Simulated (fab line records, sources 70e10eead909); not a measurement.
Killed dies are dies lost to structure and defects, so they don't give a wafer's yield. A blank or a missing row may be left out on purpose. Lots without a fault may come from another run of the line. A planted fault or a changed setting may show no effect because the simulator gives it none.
Chamber matching | flow nand_harc | NHARC_A_CONTACT_DEP_29 on pecvd-01: 3 sister chambers
The step deposits SiON, target thk 100 nm. 3 wafers are shown with their chamber, then 12 later ones without.

WAFERS WITH THEIR CHAMBER
wafer  | chamber | heater_power_w (W)
L086.5 | 0       | 552
L089.1 | 2       | 680
L089.6 | 1       | 630

WAFERS WITHOUT THEIR CHAMBER
wafer  | heater_power_w (W)
L089.3 | 641
L089.4 | 657
L089.5 | 674
L096.1 | 761
L096.2 | 600
L096.3 | 662
L096.4 | 681
L096.5 | 607
L096.6 | 789
L095.1 | 600
L095.3 | 662
L095.4 | 614

WHICH CHAMBER EACH WENT THROUGH
wafer  | from the rows above          | in truth
L089.3 | can't be placed: 1 or 2 or 0 | 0
L089.4 | can't be placed: 2 or 1 or 0 | 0
L089.5 | can't be placed: 2 or 1      | 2
L096.1 | can't be placed: 2 or 1      | 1
L096.2 | can't be placed: 1 or 0 or 2 | 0
L096.3 | can't be placed: 2 or 1      | 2
L096.4 | can't be placed: 2 or 1      | 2
L096.5 | can't be placed: 1 or 0 or 2 | 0
L096.6 | can't be placed: 2 or 1      | 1
L095.1 | can't be placed: 1 or 0 or 2 | 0
L095.3 | can't be placed: 2 or 1      | 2
L095.4 | can't be placed: 1 or 0 or 2 | 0
Placed correctly: 0 of 12. Can't be placed from these rows: 12 (the true chamber is among the candidates in 12). Placed wrongly: 0.
How it was worked out, from the rows above alone: a wafer's distance from a chamber is the root of the sum, over the readings, of the square of ((its reading less the chamber's mean) divided by the reading's scatter). The wafer belongs to the nearest chamber; if the next one is less than 2 further off, it can't be placed. A chamber's mean is the mean of its shown wafers. The scatter: with one shown wafer a chamber, the root of the mean of the squares of how far each hidden wafer lies from its nearest shown one.
